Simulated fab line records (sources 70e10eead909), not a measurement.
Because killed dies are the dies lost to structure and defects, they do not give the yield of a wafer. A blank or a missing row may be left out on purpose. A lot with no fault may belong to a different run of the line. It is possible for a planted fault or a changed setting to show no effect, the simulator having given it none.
fab line records | flow nand_harc | part 2 of 2: steps 21 to 27 of 27
[record] lots = 5 wafers = 15 last_day = 31
route steps=1302 shown A_STAIRCASE@707
lots that met no fault: from a run of the same line without faults
start_h: hours from the record's opening day to when the first of the lot's shown wafers began | wait_h: hours elapsed since this lot's preceding step | " unchanged from the row above | L1.1+2: several wafers, shown together as one row | - value missing, or start not given | * or withheld: withheld | < > ~ a bound
route shown NAME@n: names a module that has steps shown in the file, with the first one's number in the route | usual: mean and standard deviation over wafers with no fault | same: alike in all rows | chamber/n: place in a boat | sites: readings site by site | _std_site: standard deviation across them | _edge_site: mean of outer sites minus mean of inner sites | radius_mm: how far each site lies from the wafer's centre | mask NAME#n: copy n | behind: the last tool/chamber to shape the wafer | hold: reason for holding the lot/hours on hold/outcome of the hold | device: the n, p or np transistor that did not switch | end of line: tests run on the same wafers once the route is complete | a step with no rows: only its recipe | killed: dies that structure and defects cost at the first sort, which is not the same as the wafer's yield | map: a wafer's dies, x killed, . not, _ none there
set.NAME: the setting the step ran with; set.NAME@STEP: the setting that earlier step ran with | model.NAME: the simulator's own value behind a step, which no gauge read
lots at selected steps of the route; one table per step, one row per wafer
services: the hour from which a tool's chamber was out of use, counted from the record's first day as start_h (under 0 if before that day), plus the number of hours and why
[[steps]]
[step NHARC_A_STAIRCASE_PEB_215]
[recipe] peb_temp_c = 115 peb_time_s = 130
// columns lot.wafer tool chamber start_h wait_h
L080.4+5+6 litho_track-03 0 417.29 0.0
L081.2+4+6 litho_track-05 0 425.79 0.1
L085.1+4+5 litho_track-02 0 465.47 0.1
L087.2+5+6 litho_track-05 0 508.06 0.1
L093.2+3+4 litho_track-02 0 544.43 0.1
[step NHARC_A_STAIRCASE_DEVELOP_216]
[recipe] time_s = 140
// columns lot.wafer tool chamber start_h wait_h
L080.4+5+6 litho_track-03 0 - -
L081.2+4+6 litho_track-05 0 - -
L085.1+4+5 litho_track-02 0 - -
L087.2+5+6 litho_track-05 0 - -
L093.2+3+4 litho_track-02 0 - -
[step NHARC_A_STAIRCASE_HARDBAKE_218]
[recipe] temp_c = 120 time_s = 140
// columns lot.wafer tool chamber start_h wait_h
L080.4+5+6 litho_track-02 0 417.52 -
L081.2+4+6 litho_track-02 0 426.01 -
L085.1+4+5 litho_track-05 0 465.69 -
L087.2+5+6 litho_track-02 0 508.28 -
L093.2+3+4 litho_track-05 0 544.65 -
[step NHARC_A_STAIRCASE_DESCUM_219]
[recipe] time_s = 3 o2_flow_sccm = 200 ar_flow_sccm = 0 bias_power_w = 0 chemistry = O2
[usual] chamber_pressure_mTorr = 60.01/0.057 drypump_motor_current_A = 5.5/0.37 oes_product_au = 0.999/0.012 rf_vpp_V = 57.9/0.97 showerhead_plenum_p_Torr = 1.93/0.094 throttle_valve_pct = 11.311/0.0095
// columns lot.wafer tool chamber start_h wait_h chamber_pressure_mTorr drypump_motor_current_A oes_product_au rf_hours_counter_h rf_vpp_V showerhead_plenum_p_Torr throttle_valve_pct
L080.4 rie_diel-06 2 417.62 - 59.96 5.7 0.993 42 59.2 2.06 11.299
L080.5 " 3 " " 59.91 5.4 1.001 - 59.8 2.06 11.315
L080.6 " 0 " " 59.95 5.5 1.002 - 58.0 2.05 11.308
L081.4 rie_diel-03 2 426.18 - 60.06 6.0 1.013 37 58.8 1.95 11.328
L081.2 " 3 " " 59.98 5.8 0.989 36 58.5 1.85 11.317
L081.6 " 2 " " 59.96 6.0 1.005 - 56.4 1.95 11.310
L085.1 rie_diel-09 0 465.78 - 60.06 5.8 1.014 37 59.0 2.05 11.304
L085.4 " 1 " " 60.00 5.5 1.015 48 57.6 1.82 11.307
L085.5 " 0 " " 60.09 5.8 1.008 - 59.6 2.05 11.324
L087.2 rie_diel-03 3 508.40 - 60.01 5.9 0.983 16 57.6 1.84 11.298
L087.6 " 0 " " 59.98 6.1 0.990 - 56.7 1.83 11.319
L087.5 " 1 " " 59.96 5.6 1.019 - 58.5 1.94 11.316
L093.2 rie_diel-06 3 544.75 - 60.04 5.4 0.989 16 58.6 2.05 11.307
L093.3 " 0 " " 60.00 5.4 0.986 23 59.6 2.03 11.307
L093.4 " 1 " " 60.02 4.8 1.021 20 57.4 1.85 11.313
[step NHARC_A_STAIRCASE_TRIM_220]
[recipe] time_s = 211.2 o2_flow_sccm = 500 ar_flow_sccm = 0 bias_w = 0 chemistry = O2
[usual] chamber_pressure_mTorr = 59.99/0.051 drypump_motor_current_A = 5.6/0.37 oes_product_au = 1.000/0.01 rf_vpp_V = 57.9/0.81 showerhead_plenum_p_Torr = 3.55/0.16 throttle_valve_pct = 17.038/0.0094
// columns lot.wafer tool chamber start_h wait_h chamber_pressure_mTorr drypump_motor_current_A oes_product_au rf_hours_counter_h rf_vpp_V showerhead_plenum_p_Torr throttle_valve_pct
L080.4 rie_diel-06 2 417.68 0.1 60.03 5.7 0.988 43 58.2 3.78 17.039
L080.5 " 2 " " 60.01 5.7 0.996 - 58.7 3.78 17.038
L080.6 " 3 " " 59.99 5.4 0.990 - 58.1 3.78 17.045
L081.2 rie_diel-03 1 426.27 0.1 59.99 5.6 1.013 40 58.1 3.59 17.042
L081.4 " 3 " " 60.04 5.9 0.998 37 57.7 3.41 17.039
L081.6 " 1 " " 59.87 5.6 1.009 - 57.4 3.59 17.038
L085.1 rie_diel-09 0 465.86 0.1 59.94 5.8 1.001 37 58.2 3.76 17.029
L085.4 " 1 " " 59.96 5.5 1.011 48 57.0 3.36 17.037
L085.5 " 0 " " 59.97 5.8 0.999 - 59.2 3.76 17.033
L087.2 rie_diel-03 2 508.50 0.1 60.07 6.1 0.990 16 58.3 3.58 17.030
L087.5 " 3 " " 60.00 5.8 0.989 - 57.5 3.40 17.036
L087.6 " 0 " " 59.94 6.2 0.987 - 58.5 3.38 17.036
L093.2 rie_diel-06 1 544.84 0.1 60.00 4.8 1.022 20 59.1 3.41 17.032
L093.4 " 3 " " 59.99 5.4 0.995 16 57.8 3.76 17.043
L093.3 " 0 " " 59.98 5.4 0.981 24 57.9 3.73 17.031
[step NHARC_A_STAIRCASE_ETCH_221]
[recipe] target_depth_a = 1000 time_s = 40.5 ion_energy_ev = 400 c4f8_flow_sccm = 20 o2_flow_sccm = 10 ar_flow_sccm = withheld rf_w = 600 bias_w = 1000 chemistry = C4F8/O2
[usual] chamber_pressure_mTorr = 24.998/0.022 oes_product_au = 0.940/0.016 rf_vpp_V = 897/5.8
// columns lot.wafer tool chamber start_h wait_h chamber_pressure_mTorr oes_product_au rf_hours_counter_h rf_vpp_V
L080.4 rie_diel-06 0 - - 24.959 0.924 40 905
L080.5 " 1 " " 25.026 0.916 - 893
L080.6 " 2 " " 25.009 0.914 - 906
L081.2 rie_diel-03 2 - - 25.047 0.963 37 898
L081.4 " 3 " " 25.004 0.953 37 893
L081.6 " 1 " " 25.018 0.942 - 897
L085.4 rie_diel-09 0 - - 25.009 0.938 37 904
L085.1 " 1 " " 24.993 0.941 48 889
L085.5 " 1 " " 25.010 0.942 - 891
L087.2 rie_diel-03 2 - - 25.033 0.932 17 898
L087.5 " 1 " " 25.011 0.951 - 897
L087.6 " 2 " " 24.998 0.934 - 900
L093.4 rie_diel-06 0 - - 24.994 0.923 24 903
L093.2 " 1 " " 25.014 0.954 20 892
L093.3 " 2 " " 25.001 0.918 18 903
[step NHARC_A_STAIRCASE_TRIM_222]
[recipe] time_s = 211.2 o2_flow_sccm = 500 ar_flow_sccm = 0 bias_w = 0 chemistry = O2
[usual] chamber_pressure_mTorr = 60.00/0.055 drypump_motor_current_A = 5.5/0.38 oes_product_au = 1.001/0.012 rf_vpp_V = 57.8/0.94 showerhead_plenum_p_Torr = 3.56/0.16 throttle_valve_pct = 17.038/0.0089
// columns lot.wafer tool chamber start_h wait_h chamber_pressure_mTorr drypump_motor_current_A oes_product_au rf_hours_counter_h rf_vpp_V showerhead_plenum_p_Torr throttle_valve_pct
L080.4 rie_diel-06 3 - - 60.10 5.4 0.999 41 57.4 3.78 17.034
L080.6 " 0 " " 60.02 5.4 1.009 - 57.6 3.75 17.044
L080.5 " 1 " " 60.01 4.9 1.002 - 57.1 3.43 17.034
L081.2 rie_diel-03 2 - - 60.03 6.1 0.994 37 57.6 3.59 17.034
L081.4 " 3 " " 60.05 5.9 0.981 37 58.0 3.41 17.040
L081.6 " 2 " " 59.95 6.1 1.004 - 59.9 3.59 17.041
L085.1 rie_diel-09 3 - - 59.90 4.9 1.010 43 56.7 3.53 17.047
L085.4 " 1 " " 60.06 5.5 1.012 48 56.8 3.36 17.045
L085.5 " 3 " " 59.99 4.9 1.011 - 58.0 3.53 17.036
L087.2 rie_diel-03 2 - - 59.98 6.0 0.994 17 57.8 3.58 17.038
L087.5 " 1 " " 60.03 5.6 0.996 - 58.1 3.58 17.033
L087.6 " 2 " " 60.11 6.0 1.001 - 56.7 3.58 17.024
L093.4 rie_diel-06 1 - - 60.02 4.9 1.026 21 57.5 3.41 17.035
L093.3 " 2 " " 60.06 5.7 0.984 18 57.3 3.76 17.034
L093.2 " 0 " " 59.93 5.4 0.980 24 57.9 3.73 17.037
[[services]]
// columns tool chamber start_h hours kind
krf_scanner-03 - 396.00 4.0 pm
litho_track-02 - 402.00 7.0 pm
rie_diel-09 0 406.89 7.1 repair
rie_diel-03 0 413.77 - clean
rie_diel-03 1 413.77 - clean
rie_diel-03 2 413.77 - clean
wet_bench-02 - 420.00 8.0 pm
plasma_asher-02 - 426.65 9.0 pm
krf_scanner-02 - 438.00 4.0 pm
rie_diel-06 1 445.42 16.8 repair
litho_track-03 - 450.00 7.0 pm
rie_diel-03 - 459.15 9.0 pm
rie_diel-06 - 472.81 0.5 repair
litho_track-05 - 474.00 7.0 pm
krf_scanner-02 - 483.50 0.6 repair
rie_diel-06 - 484.44 9.0 pm
rie_diel-03 0 491.44 8.7 repair
rie_diel-09 - 499.72 9.0 pm
rie_diel-03 3 499.98 1.6 repair
rie_diel-06 3 508.98 12.6 repair
wet_bench-07 - 512.05 8.0 pm
krf_scanner-04 - 526.00 4.0 pm
krf_scanner-04 - 531.83 0.8 repair
krf_scanner-03 - 533.72 1.2 repair
